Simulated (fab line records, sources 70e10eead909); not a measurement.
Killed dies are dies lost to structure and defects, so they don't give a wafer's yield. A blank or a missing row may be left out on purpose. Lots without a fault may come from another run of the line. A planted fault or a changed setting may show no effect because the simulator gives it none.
fab line records | flow nand_harc
record lots=5 wafers=15 last_day=21
route steps=1159 shown A_CHANNEL_FILL_D1@518 A_STAIRCASE@519
lots that met no fault: from a run of the same line without faults
start_h: hours from the record's first day to the start of the lot's first wafer shown | wait_h: hours since the lot's step before | " the same as in the row above | L1.1+2: a row that stands for several wafers | - no value, or no start given | * or withheld: withheld | < > ~ a bound
route shown NAME@n: a module of which the file shows steps, and the number in the route of the first | usual: mean/standard deviation of fault-free wafers | same: alike in all rows | chamber/n: place in a boat | sites: the reading at each site | _std_site: their standard deviation | _edge_site: outer sites' mean less inner sites' | radius_mm: how far each site lies from the wafer's centre | mask NAME#n: copy n | behind: the tool/chamber that last shaped the wafer | hold: why the lot was held/for how many hours/how that ended | device: the transistor (n, p or np) that didn't switch | end of line: the same wafers' tests at the end of the route | a step without rows: its recipe alone | killed: dies lost to structure and defects at the first sort, not the wafer's yield | map: a wafer's dies, x killed, . not, _ none there
set.NAME: the setting as run; set.NAME@STEP: as run at that earlier step | model.NAME: the simulator's own value behind a step, which no gauge read
lots at some steps of the route; a table a step, a row a wafer
services: from which hour (start_h, from the record's first day; less than 0 if before it) a tool's chamber was out of use, for how many hours, and why
## steps
# step NHARC_A_CHANNEL_FILL_D1_INSPECT_13
# usual raw_defect_count=299/120
# columns lot.wafer tool chamber start_h wait_h raw_defect_count
L075.1 defect_inspect-02 - 246.71 0.3 250
L075.5 " - " " 137
L075.6 " - " " 239
L079.2 defect_inspect-01 - 267.79 0.1 196
L079.3 " - " " 136
L079.4 " - " " 306
L082.2 defect_inspect-01 - 279.67 0.1 209
L082.3 " - " " 518
L082.6 " - " " 163
L083.3 defect_inspect-01 - 286.70 0.1 323
L083.4 " - " " 414
L083.5 " - " " 201
L086.1 defect_inspect-01 - 307.74 0.2 297
L086.4 " - " " 312
L086.6 " - " " 403
# step NHARC_A_STAIRCASE_DEP_156
# recipe target_thk_a=500 temp_c=400 target_thk_nm=50 flow_sccm=200 rf_w=450 material=SiNx
# usual heater_power_outer_w=407/54 heater_power_w=695/75
# columns lot.wafer tool chamber start_h wait_h heater_power_outer_w heater_power_w
L075.1 pecvd-02 0 246.86 0.1 362 640
L075.6 " 0 " " 356 640
L075.5 " 1 " " 385 617
L079.2 pecvd-04 1 267.85 0.1 413 720
L079.3 " 0 " " 422 721
L079.4 " 0 " " 413 740
L082.2 pecvd-02 1 279.74 0.1 463 704
L082.3 " 2 " " 521 849
L082.6 " 1 " " 464 716
L083.3 pecvd-01 1 286.76 0.1 429 795
L083.4 " 1 " " 437 787
L083.5 " 2 " " 394 612
L086.1 pecvd-04 2 307.83 0.1 372 666
L086.6 " 1 " " 458 781
L086.4 " 0 " " 409 733
# step NHARC_A_STAIRCASE_DEHYDRATE_158
# recipe temp_c=150 time_s=120
# usual heater_power_total_W=182.4/1.3
# columns lot.wafer tool chamber start_h wait_h heater_power_total_W
L075.1 litho_track-02 0 247.13 0.2 183.9
L075.5 " 0 " " 184.5
L075.6 " 0 " " 180.6
L079.2 litho_track-02 0 268.12 0.2 181.1
L079.3 " 0 " " 183.6
L079.4 " 0 " " 180.8
L082.2 litho_track-02 0 280.01 0.2 180.9
L082.3 " 0 " " 182.8
L082.6 " 0 " " 180.8
L083.3 litho_track-07 0 287.04 0.2 184.0
L083.4 " 0 " " 182.3
L083.5 " 0 " " 181.4
L086.1 litho_track-03 0 308.07 0.2 180.9
L086.4 " 0 " " 183.7
L086.6 " 0 " " 180.9
# step NHARC_A_STAIRCASE_HMDS_159
# recipe time_s=30
# columns lot.wafer tool chamber start_h wait_h
L075.1+5+6 litho_track-02 0 - -
L079.2+3+4 litho_track-02 0 - -
L082.2+3+6 litho_track-02 0 - -
L083.3+4+5 litho_track-07 0 - -
L086.1+4+6 litho_track-03 0 - -
# step NHARC_A_STAIRCASE_COAT_160
# recipe spin_rpm=1200
# columns lot.wafer tool chamber start_h wait_h
L075.1+5+6 litho_track-02 0 - -
L079.2+3+4 litho_track-02 0 - -
L082.2+3+6 litho_track-02 0 - -
L083.3+4+5 litho_track-07 0 - -
L086.1+4+6 litho_track-03 0 - -
# step NHARC_A_STAIRCASE_SOFTBAKE_161
# recipe temp_c=135 time_s=170
# usual heater_power_total_W=134.5/0.96
# columns lot.wafer tool chamber start_h wait_h heater_power_total_W
L075.1 litho_track-02 0 - - 133.2
L075.5 " 0 " " 134.3
L075.6 " 0 " " 135.7
L079.2 litho_track-02 0 - - 135.2
L079.3 " 0 " " 133.3
L079.4 " 0 " " 134.7
L082.2 litho_track-02 0 - - 135.4
L082.3 " 0 " " 133.2
L082.6 " 0 " " 133.2
L083.3 litho_track-07 0 - - 135.6
L083.4 " 0 " " 134.2
L083.5 " 0 " " 133.7
L086.1 litho_track-03 0 - - 134.2
L086.4 " 0 " " 135.2
L086.6 " 0 " " 133.7
# step NHARC_A_STAIRCASE_EBR_162
# columns lot.wafer tool chamber start_h wait_h
L075.1+5+6 litho_track-02 0 - -
L079.2+3+4 litho_track-02 0 - -
L082.2+3+6 litho_track-02 0 - -
L083.3+4+5 litho_track-07 0 - -
L086.1+4+6 litho_track-03 0 - -
# step NHARC_A_STAIRCASE_EXPOSE_163
# recipe na=0.5 dose_mj=20.01 mask_id=STAIR_OPEN
# columns lot.wafer tool chamber start_h wait_h mask
L075.1+5+6 krf_scanner-04 0 247.46 - STAIR_OPEN#0
L079.2+3+4 krf_scanner-01 0 268.46 - STAIR_OPEN#0
L082.2+3+6 krf_scanner-01 0 280.41 - STAIR_OPEN#0
L083.3+4+5 krf_scanner-04 0 287.28 - STAIR_OPEN#0
L086.1+4+6 krf_scanner-04 0 308.28 - STAIR_OPEN#0
# step NHARC_A_STAIRCASE_PEB_164
# recipe peb_temp_c=115 peb_time_s=130
# usual heater_power_total_W=123.87/0.19
# columns lot.wafer tool chamber start_h wait_h heater_power_total_W
L075.1 litho_track-02 0 247.53 0.1 124.01
L075.5 " 0 " " 123.69
L075.6 " 0 " " 123.72
L079.2 litho_track-03 0 268.52 0.1 124.04
L079.3 " 0 " " 123.75
L079.4 " 0 " " 124.04
L082.2 litho_track-03 0 280.47 0.1 123.38
L082.3 " 0 " " 123.71
L082.6 " 0 " " 123.61
L083.3 litho_track-03 0 287.34 0.1 123.65
L083.4 " 0 " " 123.89
L083.5 " 0 " " 123.56
L086.1 litho_track-07 0 308.35 0.1 124.02
L086.4 " 0 " " 123.88
L086.6 " 0 " " 123.65
# step NHARC_A_STAIRCASE_DEVELOP_165
# recipe time_s=140
# columns lot.wafer tool chamber start_h wait_h
L075.1+5+6 litho_track-02 0 - -
L079.2+3+4 litho_track-03 0 - -
L082.2+3+6 litho_track-03 0 - -
L083.3+4+5 litho_track-03 0 - -
L086.1+4+6 litho_track-07 0 - -
# step NHARC_A_STAIRCASE_HARDBAKE_167
# recipe temp_c=120 time_s=140
# usual heater_power_total_W=127.32/0.24
# columns lot.wafer tool chamber start_h wait_h heater_power_total_W
L075.1 litho_track-07 0 247.75 - 127.73
L075.5 " 0 " " 127.97
L075.6 " 0 " " 128.18
L079.2 litho_track-07 0 268.74 - 127.50
L079.3 " 0 " " 127.39
L079.4 " 0 " " 127.02
L082.2 litho_track-03 0 280.70 - 127.26
L082.3 " 0 " " 127.12
L082.6 " 0 " " 127.38
L083.3 litho_track-02 0 287.57 - 127.48
L083.4 " 0 " " 127.50
L083.5 " 0 " " 127.61
L086.1 litho_track-07 0 308.57 - 127.21
L086.4 " 0 " " 127.04
L086.6 " 0 " " 127.12
# step NHARC_A_STAIRCASE_DESCUM_168
# recipe time_s=3 o2_flow_sccm=200 ar_flow_sccm=0 bias_power_w=0 chemistry=O2
# usual drypump_motor_current_A=5.8/0.39 oes_product_au=1.001/0.015 rf_vpp_V=57.7/0.99 showerhead_plenum_p_Torr=1.91/0.12 throttle_valve_pct=11.311/0.0079
# columns lot.wafer tool chamber start_h wait_h drypump_motor_current_A oes_product_au rf_hours_counter_h rf_vpp_V showerhead_plenum_p_Torr throttle_valve_pct
L075.1 rie_diel-13 3 247.84 - 6.3 1.017 56 58.5 2.00 11.310
L075.5 " 3 " " 6.3 1.015 - 58.2 2.00 11.311
L075.6 " 0 " " 5.5 1.027 - 57.5 2.06 11.303
L079.4 rie_diel-13 1 268.83 - 5.3 0.985 60 57.4 2.00 11.321
L079.2 " 2 " " 6.4 1.014 65 57.0 1.78 11.322
L079.3 " 3 " " 6.3 1.022 65 59.3 2.00 11.300
L082.2 rie_diel-12 1 280.84 - 6.0 1.021 21 57.5 1.85 11.324
L082.3 " 3 " " 6.0 1.006 27 57.2 1.79 11.312
L082.6 " 2 " " 6.2 1.004 - 58.0 1.79 11.328
L083.3 rie_diel-13 0 287.66 - 5.5 1.023 1 58.5 2.05 11.315
L083.4 " 2 " " 6.4 1.018 1 55.8 1.78 11.322
L083.5 " 1 " " 5.3 0.995 - 58.3 2.00 11.315
L086.4 rie_diel-13 1 308.66 - 5.3 1.003 9 59.6 1.99 11.321
L086.1 " 2 " " 6.5 1.011 10 57.6 1.78 11.307
L086.6 " 1 " " 5.3 1.000 - 58.2 1.99 11.307
# step NHARC_A_STAIRCASE_ETCH_169
# recipe target_depth_a=500 time_s=107.1 ion_energy_ev=120 ch3f_flow_sccm=50 o2_flow_sccm=30 ar_flow_sccm=200 rf_w=500 bias_w=100 chemistry=CH3F/O2
# usual drypump_motor_current_A=5.8/0.39 oes_product_au=0.948/0.02 rf_vpp_V=244.2/2.2 showerhead_plenum_p_Torr=2.45/0.15 throttle_valve_pct=20.663/0.0092
# columns lot.wafer tool chamber start_h wait_h drypump_motor_current_A oes_product_au rf_hours_counter_h rf_vpp_V showerhead_plenum_p_Torr throttle_valve_pct
L075.1 rie_diel-13 3 247.96 0.1 6.3 0.957 56 247.5 2.57 20.667
L075.5 " 3 " " 6.3 0.957 - 245.5 2.57 20.667
L075.6 " 0 " " 5.5 0.970 - 245.9 2.64 20.667
L079.2 rie_diel-13 0 268.92 0.1 5.5 0.934 62 248.7 2.64 20.668
L079.3 " 2 " " 6.5 0.930 65 242.4 2.29 20.643
L079.4 " 3 " " 6.3 0.931 65 246.0 2.56 20.657
L082.3 rie_diel-12 2 280.95 0.1 6.2 0.959 24 242.5 2.31 20.666
L082.2 " 3 " " 6.0 0.976 27 241.7 2.31 20.659
L082.6 " 3 " " 6.0 0.972 - 243.0 2.31 20.675
L083.3 rie_diel-13 0 287.76 0.1 5.5 0.969 1 247.0 2.63 20.665
L083.4 " 1 " " 5.3 0.937 1 246.1 2.56 20.671
L083.5 " 0 " " 5.5 0.970 - 246.0 2.63 20.671
L086.1 rie_diel-13 0 308.97 0.3 5.5 0.970 11 246.3 2.63 20.676
L086.4 " 3 " " 6.3 0.965 12 244.7 2.56 20.660
L086.6 " 1 " " 5.3 0.955 - 247.2 2.56 20.671
# step NHARC_A_STAIRCASE_ETCH_170
# recipe target_depth_a=2000 time_s=66.667 ion_energy_ev=250 c4f6_flow_sccm=25 o2_flow_sccm=20 ar_flow_sccm=500 rf_w=600 bias_w=500 chemistry=C4F6/O2
# usual drypump_motor_current_A=5.9/0.38 oes_product_au=0.968/0.019 rf_vpp_V=546/4.4 showerhead_plenum_p_Torr=3.90/0.21 throttle_valve_pct=26.902/0.0087
# columns lot.wafer tool chamber start_h wait_h drypump_motor_current_A oes_product_au rf_hours_counter_h rf_vpp_V showerhead_plenum_p_Torr throttle_valve_pct
L075.1 rie_diel-13 0 - - 5.5 0.991 52 552 4.19 26.892
L075.5 " 1 " " 5.3 0.970 - 549 4.09 26.887
L075.6 " 2 " " 6.5 0.983 - 541 3.68 26.895
L079.2 rie_diel-13 3 - - 6.3 0.970 65 550 4.08 26.886
L079.4 " 0 " " 5.5 1.005 62 552 4.19 26.897
L079.3 " 1 " " 5.3 0.965 61 551 4.08 26.902
L082.3 rie_diel-12 2 - - 6.2 0.984 24 543 3.70 26.903
L082.2 " 1 " " 6.1 0.980 22 544 3.80 26.895
L082.6 " 2 " " 6.2 0.986 - 542 3.70 26.896
L083.4 rie_diel-13 2 - - 6.5 1.013 1 541 3.67 26.910
L083.3 " 3 " " 6.3 0.997 2 549 4.08 26.890
L083.5 " 2 " " 6.5 1.021 - 541 3.67 26.905
L086.4 rie_diel-13 1 - - 5.3 0.930 9 550 4.07 26.897
L086.1 " 2 " " 6.5 0.944 10 542 3.67 26.900
L086.6 " 1 " " 5.3 0.939 - 549 4.07 26.898
# step NHARC_A_STAIRCASE_STRIP_171
# recipe power_w=1500 temp_c=250 chemistry=O2
# usual drypump_motor_current_A=5.6/0.33 heater_power_w=351/32
# columns lot.wafer tool chamber start_h wait_h drypump_motor_current_A heater_power_w rf_hours_counter_h
L075.1 plasma_asher-02 0 248.20 - 5.9 354 20
L075.5 " 0 " " 5.8 356 -
L075.6 " 1 " " 5.9 326 -
L079.2 plasma_asher-02 1 269.15 - 5.9 321 27
L079.3 " 1 " " 5.9 321 -
L079.4 " 0 " " 5.8 360 -
L082.2 plasma_asher-02 1 281.77 - 5.9 311 31
L082.3 " 0 " " 5.8 361 -
L082.6 " 0 " " 5.8 363 -
L083.4 plasma_asher-02 1 288.17 - 5.9 325 -
L083.3 " 0 " " 5.8 355 -
L083.5 " 0 " " 5.8 355 -
L086.1 plasma_asher-02 0 309.64 - 5.8 351 44
L086.4 " 0 " " 5.8 352 -
L086.6 " 1 " " 5.9 317 -
# step NHARC_A_STAIRCASE_STRIP_172
# recipe time_s=900 temp_c=130 chemistry=SPM
# columns lot.wafer tool chamber start_h wait_h
L075.1+6+5 wet_bench-07 7,2,3 248.54 0.3
L079.3+4+2 wet_bench-02 7,1,3 269.51 0.2
L082.3+2+6 wet_bench-07 6,7,2 282.07 0.2
L083.3+4+5 wet_bench-04 1,5,6 288.43 0.2
L086.6+1+4 wet_bench-04 4,5,0 310.01 0.1
# step NHARC_A_STAIRCASE_PRECLEAN_173
# recipe time_s=* temp_c=50 bath_age_min=0 chemistry=SC1
# columns lot.wafer tool chamber start_h wait_h
L075.1+6+5 wet_bench-07 7,2,3 - -
L079.3+4+2 wet_bench-02 7,1,3 - -
L082.3+2+6 wet_bench-07 6,7,2 - -
L083.3+4+5 wet_bench-04 1,5,6 - -
L086.6+1+4 wet_bench-04 4,5,0 - -
# step NHARC_A_STAIRCASE_SRD_174
# columns lot.wafer tool chamber start_h wait_h
L075.1+6+5 wet_bench-07 7,2,3 - -
L079.3+4+2 wet_bench-02 7,1,3 - -
L082.3+2+6 wet_bench-07 6,7,2 - -
L083.3+4+5 wet_bench-04 1,5,6 - -
L086.6+1+4 wet_bench-04 4,5,0 - -
# step NHARC_A_STAIRCASE_DEHYDRATE_01
# recipe temp_c=150 time_s=120
# usual heater_power_total_W=182.4/1.2
# columns lot.wafer tool chamber start_h wait_h heater_power_total_W
L075.1 litho_track-07 0 249.00 - 181.7
L075.5 " 0 " " 180.9
L075.6 " 0 " " 181.4
L079.2 litho_track-02 0 269.97 - 183.0
L079.3 " 0 " " 184.0
L079.4 " 0 " " 181.4
L082.2 litho_track-02 0 282.52 - 181.2
L082.3 " 0 " " 182.2
L082.6 " 0 " " 184.0
L083.3 litho_track-02 0 288.89 - 183.3
L083.4 " 0 " " 183.3
L083.5 " 0 " " 181.5
L086.1 litho_track-07 0 310.46 - 181.1
L086.4 " 0 " " 181.9
L086.6 " 0 " " 182.4
# step NHARC_A_STAIRCASE_HMDS_02
# recipe time_s=30
# columns lot.wafer tool chamber start_h wait_h
L075.1+5+6 litho_track-07 0 - -
L079.2+3+4 litho_track-02 0 - -
L082.2+3+6 litho_track-02 0 - -
L083.3+4+5 litho_track-02 0 - -
L086.1+4+6 litho_track-07 0 - -
# step NHARC_A_STAIRCASE_COAT_03
# recipe spin_rpm=1200
# columns lot.wafer tool chamber start_h wait_h
L075.1+5+6 litho_track-07 0 - -
L079.2+3+4 litho_track-02 0 - -
L082.2+3+6 litho_track-02 0 - -
L083.3+4+5 litho_track-02 0 - -
L086.1+4+6 litho_track-07 0 - -
# step NHARC_A_STAIRCASE_SOFTBAKE_04
# recipe temp_c=135 time_s=170
# usual heater_power_total_W=134.6/1
# columns lot.wafer tool chamber start_h wait_h heater_power_total_W
L075.1 litho_track-07 0 - - 134.0
L075.5 " 0 " " 134.2
L075.6 " 0 " " 135.2
L079.2 litho_track-02 0 - - 133.3
L079.3 " 0 " " 134.8
L079.4 " 0 " " 134.2
L082.2 litho_track-02 0 - - 135.6
L082.3 " 0 " " 133.9
L082.6 " 0 " " 135.5
L083.3 litho_track-02 0 - - 136.3
L083.4 " 0 " " 134.2
L083.5 " 0 " " 135.6
L086.1 litho_track-07 0 - - 135.6
L086.4 " 0 " " 134.3
L086.6 " 0 " " 135.7
# step NHARC_A_STAIRCASE_EBR_05
# columns lot.wafer tool chamber start_h wait_h
L075.1+5+6 litho_track-07 0 - -
L079.2+3+4 litho_track-02 0 - -
L082.2+3+6 litho_track-02 0 - -
L083.3+4+5 litho_track-02 0 - -
L086.1+4+6 litho_track-07 0 - -
# step NHARC_A_STAIRCASE_EXPOSE_06
# recipe na=0.5 dose_mj=25.43 mask_id=STAIR
# columns lot.wafer tool chamber start_h wait_h mask
L075.1+5+6 krf_scanner-02 0 249.33 - STAIR#0
L079.2+3+4 krf_scanner-01 0 270.30 - STAIR#0
L082.2+3+6 krf_scanner-04 0 282.86 - STAIR#0
L083.3+4+5 krf_scanner-01 0 289.26 - STAIR#0
L086.1+4+6 krf_scanner-01 0 310.67 - STAIR#0
# step NHARC_A_STAIRCASE_PEB_07
# recipe peb_temp_c=115 peb_time_s=130
# usual heater_power_total_W=123.88/0.2
# columns lot.wafer tool chamber start_h wait_h heater_power_total_W
L075.1 litho_track-07 0 249.40 0.1 123.62
L075.5 " 0 " " 124.02
L075.6 " 0 " " 123.81
L079.2 litho_track-07 0 270.37 0.1 123.58
L079.3 " 0 " " 124.04
L079.4 " 0 " " 123.53
L082.2 litho_track-07 0 282.93 0.1 123.74
L082.3 " 0 " " 124.08
L082.6 " 0 " " 123.98
L083.3 litho_track-02 0 289.32 0.1 123.78
L083.4 " 0 " " 123.61
L083.5 " 0 " " 123.44
L086.1 litho_track-07 0 310.74 0.1 124.04
L086.4 " 0 " " 123.69
L086.6 " 0 " " 124.03
# step NHARC_A_STAIRCASE_DEVELOP_08
# recipe time_s=140
# columns lot.wafer tool chamber start_h wait_h
L075.1+5+6 litho_track-07 0 - -
L079.2+3+4 litho_track-07 0 - -
L082.2+3+6 litho_track-07 0 - -
L083.3+4+5 litho_track-02 0 - -
L086.1+4+6 litho_track-07 0 - -
# step NHARC_A_STAIRCASE_HARDBAKE_10
# recipe temp_c=120 time_s=140
# usual heater_power_total_W=127.37/0.24
# columns lot.wafer tool chamber start_h wait_h heater_power_total_W
L075.1 litho_track-02 0 249.62 - 127.53
L075.5 " 0 " " 127.47
L075.6 " 0 " " 127.36
L079.2 litho_track-03 0 270.60 - 127.20
L079.3 " 0 " " 127.18
L079.4 " 0 " " 127.42
L082.2 litho_track-07 0 283.15 - 126.92
L082.3 " 0 " " 127.29
L082.6 " 0 " " 127.52
L083.3 litho_track-07 0 289.54 - 127.54
L083.4 " 0 " " 127.49
L083.5 " 0 " " 127.20
L086.1 litho_track-03 0 310.95 - 127.29
L086.4 " 0 " " 127.23
L086.6 " 0 " " 127.42
# step NHARC_A_STAIRCASE_DESCUM_11
# recipe time_s=3 o2_flow_sccm=200 ar_flow_sccm=0 bias_power_w=0 chemistry=O2
# usual drypump_motor_current_A=5.8/0.4 oes_product_au=1.002/0.014 rf_vpp_V=57.6/0.89 showerhead_plenum_p_Torr=1.90/0.12 throttle_valve_pct=11.311/0.0091
# columns lot.wafer tool chamber start_h wait_h drypump_motor_current_A oes_product_au rf_hours_counter_h rf_vpp_V showerhead_plenum_p_Torr throttle_valve_pct
L075.1 rie_diel-12 3 249.71 - 5.9 1.006 15 57.9 1.80 11.311
L075.6 " 3 " " 6.0 1.002 - 58.2 1.80 11.303
L075.5 " 0 " " 5.1 0.988 - 58.1 2.07 11.319
L079.2 rie_diel-01 1 270.69 - 5.9 0.974 45 57.1 1.87 11.310
L079.3 " 2 " " 5.7 0.982 45 56.3 1.76 11.317
L079.4 " 3 " " 6.1 1.006 48 58.0 1.83 11.300
L082.2 rie_diel-01 3 283.24 - 6.1 1.001 53 59.5 1.83 11.302
L082.3 " 0 " " 5.4 1.000 43 57.6 1.77 11.314
L082.6 " 0 " " 5.4 1.008 - 57.0 1.77 11.309
L083.4 rie_diel-12 0 289.68 - 5.1 0.996 31 59.4 2.07 11.309
L083.3 " 3 " " 6.0 1.007 29 57.2 1.79 11.311
L083.5 " 0 " " 5.1 0.990 - 58.3 2.07 11.304
L086.1 rie_diel-13 2 311.06 - 6.4 1.016 10 56.8 1.78 11.301
L086.4 " 3 " " 6.3 1.011 12 57.9 1.99 11.306
L086.6 " 1 " " 5.3 1.000 - 58.4 1.99 11.316
# step NHARC_A_STAIRCASE_TRIM_12
# recipe time_s=211.2 o2_flow_sccm=500 ar_flow_sccm=0 bias_w=0 chemistry=O2
# usual drypump_motor_current_A=5.8/0.4 oes_product_au=1.003/0.014 rf_vpp_V=57.7/1 showerhead_plenum_p_Torr=3.51/0.2 throttle_valve_pct=17.036/0.0096
# columns lot.wafer tool chamber start_h wait_h drypump_motor_current_A oes_product_au rf_hours_counter_h rf_vpp_V showerhead_plenum_p_Torr throttle_valve_pct
L075.1 rie_diel-12 3 249.81 0.1 6.0 1.015 15 56.1 3.33 17.029
L075.6 " 2 " " 6.2 1.012 - 56.8 3.32 17.034
L075.5 " 3 " " 6.0 1.019 - 55.7 3.33 17.042
L079.4 rie_diel-01 3 270.77 0.1 6.1 1.001 48 57.8 3.39 17.054
L079.3 " 0 " " 5.4 1.003 39 57.3 3.28 17.040
L079.2 " 1 " " 5.9 0.976 45 59.1 3.45 17.026
L082.2 rie_diel-01 3 283.37 0.1 6.1 0.993 53 57.6 3.39 17.039
L082.3 " 1 " " 5.9 0.983 49 58.7 3.45 17.030
L082.6 " 3 " " 6.1 0.995 - 58.2 3.39 17.038
L083.4 rie_diel-12 2 289.88 0.2 6.2 1.001 28 57.8 3.32 17.035
L083.3 " 3 " " 6.0 1.018 30 56.7 3.32 17.035
L083.5 " 0 " " 5.1 0.986 - 57.1 3.79 17.017
L086.1 rie_diel-13 1 311.17 0.1 5.3 0.999 10 58.8 3.67 17.028
L086.4 " 3 " " 6.3 1.021 12 59.6 3.67 17.030
L086.6 " 1 " " 5.3 1.011 - 56.4 3.67 17.049
# step NHARC_A_STAIRCASE_ETCH_13
# recipe target_depth_a=1000 time_s=40.5 ion_energy_ev=400 c4f8_flow_sccm=20 o2_flow_sccm=10 ar_flow_sccm=withheld rf_w=600 bias_w=1000 chemistry=C4F8/O2
# usual oes_product_au=0.938/0.016 rf_vpp_V=895/7.4
# columns lot.wafer tool chamber start_h wait_h oes_product_au rf_hours_counter_h rf_vpp_V
L075.1 rie_diel-12 2 - - 0.963 14 889
L075.6 " 0 " " 0.944 - 905
L075.5 " 1 " " 0.978 - 891
L079.4 rie_diel-01 3 - - 0.948 48 891
L079.2 " 0 " " 0.954 39 888
L079.3 " 1 " " 0.932 45 893
L082.3 rie_diel-01 3 - - 0.931 53 891
L082.2 " 0 " " 0.930 43 887
L082.6 " 1 " " 0.905 - 892
L083.4 rie_diel-12 2 - - 0.939 28 889
L083.3 " 0 " " 0.923 31 907
L083.5 " 2 " " 0.930 - 888
L086.1 rie_diel-13 2 - - 0.946 10 886
L086.4 " 0 " " 0.949 12 904
L086.6 " 2 " " 0.944 - 888
# step NHARC_A_STAIRCASE_TRIM_14
# recipe time_s=211.2 o2_flow_sccm=500 ar_flow_sccm=0 bias_w=0 chemistry=O2
# usual drypump_motor_current_A=5.8/0.41 oes_product_au=1.003/0.014 rf_vpp_V=57.7/1.1 showerhead_plenum_p_Torr=3.50/0.2 throttle_valve_pct=17.035/0.0093
# columns lot.wafer tool chamber start_h wait_h drypump_motor_current_A oes_product_au rf_hours_counter_h rf_vpp_V showerhead_plenum_p_Torr throttle_valve_pct
L075.1 rie_diel-12 0 - - 5.2 0.988 16 58.8 3.80 17.043
L075.6 " 3 " " 6.0 1.005 - 57.4 3.33 17.041
L075.5 " 0 " " 5.1 0.986 - 59.2 3.80 17.040
L079.3 rie_diel-01 3 - - 6.1 0.998 48 55.6 3.39 17.024
L079.2 " 1 " " 6.0 0.984 46 57.3 3.45 17.024
L079.4 " 2 " " 5.7 0.983 45 57.8 3.26 17.029
L082.3 rie_diel-01 1 - - 5.9 0.965 49 57.5 3.45 17.017
L082.2 " 2 " " 5.7 0.985 50 56.9 3.26 17.025
L082.6 " 0 " " 5.4 1.000 - 55.0 3.28 17.052
L083.4 rie_diel-12 2 - - 6.2 1.008 28 56.4 3.32 17.035
L083.3 " 0 " " 5.2 1.000 31 59.2 3.79 17.042
L083.5 " 2 " " 6.2 1.013 - 57.5 3.32 17.034
L086.4 rie_diel-13 1 - - 5.3 0.996 10 58.8 3.67 17.025
L086.1 " 0 " " 5.5 1.015 12 57.4 3.77 17.038
L086.6 " 2 " " 6.5 1.009 - 56.1 3.29 17.040
# step NHARC_A_STAIRCASE_ETCH_15
# recipe target_depth_a=1000 time_s=40.5 ion_energy_ev=400 c4f8_flow_sccm=20 o2_flow_sccm=10 ar_flow_sccm=withheld rf_w=600 bias_w=1000 chemistry=C4F8/O2
# usual oes_product_au=0.943/0.013 rf_vpp_V=895/7.4
# columns lot.wafer tool chamber start_h wait_h oes_product_au rf_hours_counter_h rf_vpp_V
L075.1 rie_diel-12 3 - - 0.957 15 889
L075.5 " 3 " " 0.946 - 888
L075.6 " 0 " " 0.929 - 906
L079.2 rie_diel-01 1 - - 0.935 46 894
L079.3 " 2 " " 0.929 45 887
L079.4 " 0 " " 0.952 39 888
L082.2 rie_diel-01 2 - - 0.922 50 885
L082.3 " 3 " " 0.934 53 890
L082.6 " 2 " " 0.930 - 886
L083.3 rie_diel-12 3 - - 0.952 30 888
L083.4 " 2 " " 0.936 28 888
L083.5 " 3 " " 0.952 - 889
L086.4 rie_diel-13 3 - - 0.964 12 901
L086.1 " 1 " " 0.939 10 901
L086.6 " 3 " " 0.964 - 900
# step NHARC_A_STAIRCASE_TRIM_16
# recipe time_s=211.2 o2_flow_sccm=500 ar_flow_sccm=0 bias_w=0 chemistry=O2
# usual drypump_motor_current_A=5.8/0.39 oes_product_au=1.001/0.015 rf_vpp_V=57.7/0.95 showerhead_plenum_p_Torr=3.50/0.2 throttle_valve_pct=17.035/0.0091
# columns lot.wafer tool chamber start_h wait_h drypump_motor_current_A oes_product_au rf_hours_counter_h rf_vpp_V showerhead_plenum_p_Torr throttle_valve_pct
L075.1 rie_diel-12 0 - - 5.1 0.992 16 59.8 3.80 17.041
L075.5 " 1 " " 6.0 1.012 - 57.3 3.42 17.048
L075.6 " 2 " " 6.2 1.013 - 56.7 3.32 17.051
L079.4 rie_diel-01 3 - - 6.1 0.997 48 57.0 3.39 17.025
L079.2 " 0 " " 5.4 0.996 39 58.4 3.28 17.048
L079.3 " 2 " " 5.7 0.977 45 57.4 3.26 17.014
L082.2 rie_diel-01 2 - - 5.6 0.989 50 56.3 3.26 17.027
L082.3 " 0 " " 5.4 1.009 43 56.4 3.28 17.033
L082.6 " 2 " " 5.7 0.985 - 57.7 3.26 17.025
L083.4 rie_diel-12 3 - - 6.0 1.011 30 58.8 3.32 17.039
L083.3 " 0 " " 5.2 0.992 31 57.7 3.79 17.043
L083.5 " 3 " " 6.0 1.018 - 57.0 3.32 17.018
L086.4 rie_diel-13 3 - - 6.3 1.009 12 56.8 3.67 17.041
L086.1 " 0 " " 5.5 1.022 12 58.6 3.76 17.041
L086.6 " 2 " " 6.5 1.017 - 57.1 3.29 17.029
# step NHARC_A_STAIRCASE_ETCH_17
# recipe target_depth_a=1000 time_s=40.5 ion_energy_ev=400 c4f8_flow_sccm=20 o2_flow_sccm=10 ar_flow_sccm=withheld rf_w=600 bias_w=1000 chemistry=C4F8/O2
# usual oes_product_au=0.946/0.02 rf_vpp_V=895/7.4
# columns lot.wafer tool chamber start_h wait_h oes_product_au rf_hours_counter_h rf_vpp_V
L075.1 rie_diel-12 1 - - 0.952 11 891
L075.6 " 0 " " 0.938 - 905
L075.5 " 1 " " 0.958 - 892
L079.3 rie_diel-01 2 - - 0.947 45 887
L079.2 " 3 " " 0.937 48 891
L079.4 " 0 " " 0.945 39 887
L082.3 rie_diel-01 2 - - 0.920 50 886
L082.2 " 3 " " 0.932 54 891
L082.6 " 3 " " 0.936 - 891
L083.4 rie_diel-12 3 - - 0.955 30 890
L083.3 " 0 " " 0.935 31 905
L083.5 " 2 " " 0.942 - 888
L086.4 rie_diel-13 2 - - 0.964 11 888
L086.1 " 3 " " 0.962 12 900
L086.6 " 2 " " 0.953 - 888
## services
# columns tool chamber start_h hours kind
rie_diel-01 - 225.76 1.2 repair
krf_scanner-04 - 228.94 0.3 repair
rie_diel-13 0 230.59 - clean
rie_diel-13 1 230.59 - clean
rie_diel-13 2 230.59 - clean
rie_diel-13 3 230.59 - clean
rie_diel-01 0 236.41 21.0 repair
pecvd-01 - 237.20 13.0 pm
wet_bench-02 - 242.07 1.1 repair
rie_diel-13 0 255.16 - clean
rie_diel-13 1 255.16 - clean
rie_diel-13 2 255.16 - clean
rie_diel-13 3 255.16 - clean
krf_scanner-01 - 256.00 4.0 pm
wet_bench-07 - 272.01 8.0 pm
rie_diel-13 - 276.00 9.0 pm
rie_diel-13 0 276.00 9.0 vent_cycle
rie_diel-13 1 276.00 9.0 vent_cycle
rie_diel-13 2 276.00 9.0 vent_cycle
rie_diel-13 3 276.00 9.0 vent_cycle
rie_diel-13 0 285.00 - clean
rie_diel-13 1 285.00 - clean
krf_scanner-02 - 286.10 3.4 repair
krf_scanner-04 - 298.00 4.0 pm
## key
fault none
